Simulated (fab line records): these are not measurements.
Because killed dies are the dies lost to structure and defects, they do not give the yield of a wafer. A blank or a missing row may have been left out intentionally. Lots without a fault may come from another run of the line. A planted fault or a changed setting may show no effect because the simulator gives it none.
The tool behind it: which one? | flow n5Finfet | Sampling: 10 lots, 27 wafers, 5 of 1938 route steps

WHAT THE GAUGES READ, wafer by wafer
No reading from a measuring or inspecting step in the record can be judged against a usual standard deviation.

WHAT TOOL EACH LOT RAN ON (gives the tool, then ch and the chambers of the sampled wafers, and finally the start)
lot  | N5_BEOL_M8_DESCUM_16              | N5_BEOL_M8_STRIP_67               | N5_BEOL_M8_DESCUM_33              | N5_BEOL_M8_ETCH_65                | N5_PASSIVATION_PROBE_49
L514 | rieDiel-02 ch 0,1,3, day 9 16:42  | rieDiel-02 ch 0,1,3, day 9 16:56  | rieDiel-03 ch 1,2,3, day 10 01:56 | rieDiel-03 ch 1,2,3, day 10 01:59 | prober-01, day 12 23:59
L516 | rieDiel-02 ch 0,2,3, day 9 20:11  | rieDiel-02 ch 0,2,3, day 9 20:26  | rieDiel-04 ch 0,1,3, day 10 02:28 | rieDiel-04 ch 0,1,3, day 10 02:31 | prober-02, day 13 03:52
L518 | rieDiel-04 ch 1,3, day 10 22:16   | rieDiel-04 ch 1,3, day 10 22:31   | rieDiel-04 ch 0,1, day 11 00:59   | rieDiel-04 ch 0,1, day 11 01:02   | prober-01, day 14 00:21
L525 | rieDiel-03 ch 0,1,3, day 12 12:21 | rieDiel-03 ch 0,1,3, day 12 12:35 | rieDiel-04 ch 0,1,3, day 12 14:19 | rieDiel-04 ch 0,1,3, day 12 14:22 | prober-02, day 15 16:30
L527 | rieDiel-03 ch 1,2,3, day 12 22:20 | rieDiel-03 ch 1,2,3, day 12 22:35 | rieDiel-02 ch 2,3, day 13 02:52   | rieDiel-02 ch 2,3, day 13 02:55   | prober-02, day 15 23:48
L530 | rieDiel-04 ch 1,3, day 13 10:53   | rieDiel-04 ch 1,3, day 13 11:07   | rieDiel-04 ch 1,3, day 13 11:47   | rieDiel-04 ch 1,3, day 13 11:50   | prober-02, day 16 09:57
L532 | rieDiel-02 ch 0,2, day 13 14:24   | rieDiel-02 ch 0,2, day 13 14:38   | rieDiel-04 ch 0,3, day 13 18:05   | rieDiel-04 ch 0,3, day 13 18:08   | prober-01, day 16 10:15
L529 | rieDiel-04 ch 1,2,3, day 13 22:59 | rieDiel-04 ch 1,2,3, day 13 23:13 | rieDiel-02 ch 0,1, day 14 02:17   | rieDiel-02 ch 0,1, day 14 02:20   | prober-02, day 17 00:23
L534 | rieDiel-03 ch 0, day 14 19:22     | rieDiel-03 ch 0, day 14 19:37     | rieDiel-04 ch 1,2, day 14 21:08   | rieDiel-04 ch 1,2, day 14 21:11   | prober-01, day 17 20:01
L536 | rieDiel-02 ch 0,1,3, day 15 02:07 | rieDiel-02 ch 0,1,3, day 15 02:20 | rieDiel-02 ch 0,1,2, day 15 04:51 | rieDiel-02 ch 0,1,2, day 15 04:54 | prober-01, day 18 05:41
- N5_BEOL_M8_DESCUM_16: chemistry O2, time 7.9 s.
- N5_BEOL_M8_STRIP_67: strips in CF4.
- N5_BEOL_M8_DESCUM_33: chemistry O2, time 7 s.
- N5_BEOL_M8_ETCH_65: etches SiARC in CF4, target depth 15.6 nm, time 26 s.
- N5_PASSIVATION_PROBE_49

AS READ BY THE TOOLS THEMSELVES (means over the sampled wafers that have a number; for cases with no such wafer, the mark the record gives instead)
N5_BEOL_M8_DESCUM_16. Usual: drypumpMotorCurrentA 5.8 A, standard deviation 0.39; oesProductAu 0.82 a.u., standard deviation 0.077; rfVppV 243.3 V, standard deviation 1.5; showerheadPlenumPTorr 2.10 Torr, standard deviation 0.079; throttleValvePct 20.29 %, standard deviation 0.16.
lot  | tool       | drypumpMotorCurrentA (A) | oesProductAu (a.u.) | rfVppV (V) | showerheadPlenumPTorr (Torr) | throttleValvePct (%) | flag
L514 | rieDiel-02 | 5.9                      | 0.75                | 244.0      | 2.08                         | 20.29                | 
L516 | rieDiel-02 | 6.0                      | 0.77                | 243.6      | 2.08                         | 20.27                | 
L518 | rieDiel-04 | 5.6                      | 0.77                | 241.8      | 2.07                         | 20.23                | 
L525 | rieDiel-03 | 6.0                      | 0.84                | 243.1      | 2.09                         | 20.34                | 
L527 | rieDiel-03 | 5.7                      | 0.83                | 243.3      | 2.09                         | 20.37                | 
L530 | rieDiel-04 | 5.6                      | 0.74                | 241.3      | 2.09                         | 20.30                | 
L532 | rieDiel-02 | 5.9                      | 0.76                | 242.8      | 2.04                         | 20.39                | 
L529 | rieDiel-04 | 5.8                      | 0.81                | 242.3      | 2.08                         | 20.31                | 
L534 | rieDiel-03 | 5.8                      | 0.85                | 244.6      | 2.02                         | 20.21                | 
L536 | rieDiel-02 | 5.9                      | 0.90                | 244.7      | 2.15                         | 20.15                | 

N5_BEOL_M8_STRIP_67. Usual: drypumpMotorCurrentA 5.8 A, standard deviation 0.38; oesProductAu 0.82 a.u., standard deviation 0.072; rfVppV 271.3 V, standard deviation 1.6; showerheadPlenumPTorr 1.80 Torr, standard deviation 0.061; throttleValvePct 13.44 %, standard deviation 0.17.
lot  | tool       | drypumpMotorCurrentA (A) | oesProductAu (a.u.) | rfVppV (V) | showerheadPlenumPTorr (Torr) | throttleValvePct (%) | flag
L514 | rieDiel-02 | 5.9                      | 0.75                | 270.8      | 1.79                         | 13.55                | 
L516 | rieDiel-02 | 6.0                      | 0.77                | 271.3      | 1.79                         | 13.48                | 
L518 | rieDiel-04 | 5.6                      | 0.77                | 270.5      | 1.78                         | 13.48                | 
L525 | rieDiel-03 | 6.0                      | 0.84                | 272.0      | 1.79                         | 13.41                | 
L527 | rieDiel-03 | 5.7                      | 0.85                | 270.1      | 1.79                         | 13.44                | 
L530 | rieDiel-04 | 5.6                      | 0.76                | 271.0      | 1.79                         | 13.56                | 
L532 | rieDiel-02 | 5.9                      | 0.77                | 271.2      | 1.75                         | 13.59                | 
L529 | rieDiel-04 | 5.8                      | 0.80                | 270.8      | 1.78                         | 13.46                | 
L534 | rieDiel-03 | 5.8                      | 0.84                | 270.7      | 1.75                         | 13.38                | 
L536 | rieDiel-02 | 5.9                      | 0.88                | 272.3      | 1.84                         | 13.26                | 

N5_BEOL_M8_DESCUM_33. Usual: drypumpMotorCurrentA 5.8 A, standard deviation 0.35; oesProductAu 0.83 a.u., standard deviation 0.09; rfVppV 243.3 V, standard deviation 1.6; showerheadPlenumPTorr 2.11 Torr, standard deviation 0.083; throttleValvePct 20.28 %, standard deviation 0.14.
lot  | tool       | drypumpMotorCurrentA (A) | oesProductAu (a.u.) | rfVppV (V) | showerheadPlenumPTorr (Torr) | throttleValvePct (%) | flag
L514 | rieDiel-03 | 5.7                      | 0.87                | 243.9      | 2.10                         | 20.33                | 
L516 | rieDiel-04 | 5.6                      | 0.81                | 244.5      | 2.14                         | 20.21                | 
L518 | rieDiel-04 | 5.6                      | 0.78                | 244.4      | 2.19                         | 20.32                | 
L525 | rieDiel-04 | 5.6                      | 0.78                | 243.8      | 2.13                         | 20.25                | 
L527 | rieDiel-02 | 6.0                      | 0.71                | 242.8      | 2.03                         | 20.35                | 
L530 | rieDiel-04 | 5.6                      | 0.76                | 242.5      | 2.09                         | 20.30                | 
L532 | rieDiel-04 | 5.5                      | 0.79                | 243.7      | 2.10                         | 20.17                | 
L529 | rieDiel-02 | 5.7                      | 0.87                | 245.1      | 2.19                         | 20.24                | 
L534 | rieDiel-04 | 6.0                      | 0.81                | 242.3      | 2.11                         | 20.37                | 
L536 | rieDiel-02 | 5.8                      | 0.79                | 243.3      | 2.10                         | 20.35                | 

N5_BEOL_M8_ETCH_65. Usual: drypumpMotorCurrentA 5.8 A, standard deviation 0.35; etchRfOnTimeS 25.8 s, standard deviation 0.45; oesProductAu 0.71 a.u., standard deviation 0.076; rfVppV 184.3 V, standard deviation 1.1; showerheadPlenumPTorr 2.16 Torr, standard deviation 0.079; throttleValvePct 15.47 %, standard deviation 0.15.
lot  | tool       | drypumpMotorCurrentA (A) | etchRfOnTimeS (s) | oesProductAu (a.u.) | rfVppV (V) | showerheadPlenumPTorr (Torr) | throttleValvePct (%) | flag
L514 | rieDiel-03 | 5.7                      | 26.1              | 0.74                | 184.1      | 2.15                         | 15.48                | 
L516 | rieDiel-04 | 5.6                      | 25.7              | 0.70                | 184.5      | 2.19                         | 15.44                | 
L518 | rieDiel-04 | 5.6                      | 25.9              | 0.66                | 185.7      | 2.24                         | 15.51                | 
L525 | rieDiel-04 | 5.6                      | 25.7              | 0.68                | 184.8      | 2.18                         | 15.48                | 
L527 | rieDiel-02 | 6.0                      | 26.3              | 0.60                | 183.5      | 2.09                         | 15.65                | 
L530 | rieDiel-04 | 5.6                      | 22.1              | 0.71                | 184.1      | 2.14                         | 15.57                | OFF
L532 | rieDiel-04 | 5.5                      | 22.2              | 0.76                | 184.9      | 2.17                         | 15.45                | OFF
L529 | rieDiel-02 | 5.7                      | 25.3              | 0.75                | 185.3      | 2.23                         | 15.38                | 
L534 | rieDiel-04 | 6.0                      | 22.2              | 0.75                | 183.8      | 2.15                         | 15.53                | OFF
L536 | rieDiel-02 | 5.8                      | 25.7              | 0.68                | 183.5      | 2.15                         | 15.55                | 

N5_PASSIVATION_PROBE_49. Usual: defectLimitedYield 91.4 %, standard deviation 1.5; killed_at_M0_to_M3 32, standard deviation 9.8; killed_at_M4_up 15, standard deviation 5.6; killedAtContacts 12, standard deviation 5.4; killedAtFrontEnd 40, standard deviation 13; killedAtOther 3.0, standard deviation 2.1; killedDies 102, standard deviation 17; killedOpen 67, standard deviation 13; killedShort 32, standard deviation 7.1; sort_bin_5_function 5.1 %, standard deviation 0.96; sort_bin_6_memory 3.2 %, standard deviation 0.7; sort_bin_8_speed 0.0 %, standard deviation 0.3; sortNPass 1078, standard deviation 18; sortYieldPct 91.3 %, standard deviation 1.5.
lot  | tool      | defectLimitedYield (%) | killed_at_M0_to_M3 | killed_at_M4_up | killedAtContacts | killedAtFrontEnd | killedAtOther | killedDies | killedOpen | killedShort | sort_bin_5_function (%) | sort_bin_6_memory (%) | sort_bin_8_speed (%) | sortNPass | sortYieldPct (%) | flag
L514 | prober-01 | 91.6                   | 28                 | 16              | 17               | 36               | 2.0           | 99         | 68         | 29          | 5.5                     | 2.5                   | 0.0                  | 1081      | 91.6             | 
L516 | prober-02 | 91.1                   | 29                 | 12              | 14               | 49               | 1.3           | 105        | 71         | 31          | 5.4                     | 3.1                   | 0.4                  | 1071      | 90.7             | 
L518 | prober-01 | 92.9                   | 25                 | 22              | 6                | 31               | 1.0           | 84         | 55         | 24          | 4.4                     | 2.6                   | 0.0                  | 1096      | 92.9             | 
L525 | prober-02 | 92.8                   | 18                 | 14              | 18               | 34               | 1.3           | 85         | 52         | 29          | 4.0                     | 2.8                   | 0.0                  | 1095      | 92.8             | 
L527 | prober-02 | 91.8                   | 30                 | 16              | 8                | 41               | 2.0           | 97         | 68         | 27          | 4.7                     | 3.1                   | 0.0                  | 1083      | 91.8             | 
L530 | prober-02 | 90.8                   | 30                 | 12              | 17               | 45               | 4.0           | 108        | 72         | 32          | 5.2                     | 3.8                   | 0.0                  | 1072      | 90.8             | 
L532 | prober-01 | 91.2                   | 38                 | 12              | 6                | 44               | 4.0           | 104        | 68         | 28          | 5.4                     | 2.9                   | 0.0                  | 1076      | 91.2             | 
L529 | prober-02 | 90.2                   | 42                 | 15              | 16               | 41               | 2.3           | 116        | 80         | 31          | 5.8                     | 3.4                   | 0.0                  | 1064      | 90.2             | 
L534 | prober-01 | 90.9                   | 36                 | 15              | 18               | 35               | 3.5           | 107        | 60         | 44          | 5.3                     | 3.5                   | 0.0                  | 1073      | 90.9             | 
L536 | prober-01 | 92.2                   | 28                 | 10              | 16               | 36               | 2.0           | 92         | 62         | 29          | 4.4                     | 3.2                   | 0.0                  | 1088      | 92.2             | 

THE ANSWER, worked out from the rows above alone
Rule: a lot counts as off when the mean over its wafers that have a number is more than 3 standard deviations away from the usual mean. Also off: a lot with no number at a reading for which 4 or more lots have one. All remaining lots with rows at the step are treated as sound. First the gauges in route order, then the tools' own readings, where a lot's mean is used as printed above. The first step at which some lot is off is used, and at that step the reading that is off furthest; a lot without a number counts as furthest.
Off, at N5_BEOL_M8_ETCH_65 on etchRfOnTimeS: L530, L532, L534.
A tool fits if, at that step or a process step before it, it ran every lot that is off, and no sound lot after the first of them. One fits: N5_BEOL_M8_DESCUM_33 and N5_BEOL_M8_ETCH_65 on rieDiel-04. At N5_BEOL_M8_DESCUM_33 its last sound lot is L525 (day 12 14:19), its first lot that is off L530 (day 13 11:47): a fault that began between those two fits.

WHAT THE SIMULATOR HAD INSERTED
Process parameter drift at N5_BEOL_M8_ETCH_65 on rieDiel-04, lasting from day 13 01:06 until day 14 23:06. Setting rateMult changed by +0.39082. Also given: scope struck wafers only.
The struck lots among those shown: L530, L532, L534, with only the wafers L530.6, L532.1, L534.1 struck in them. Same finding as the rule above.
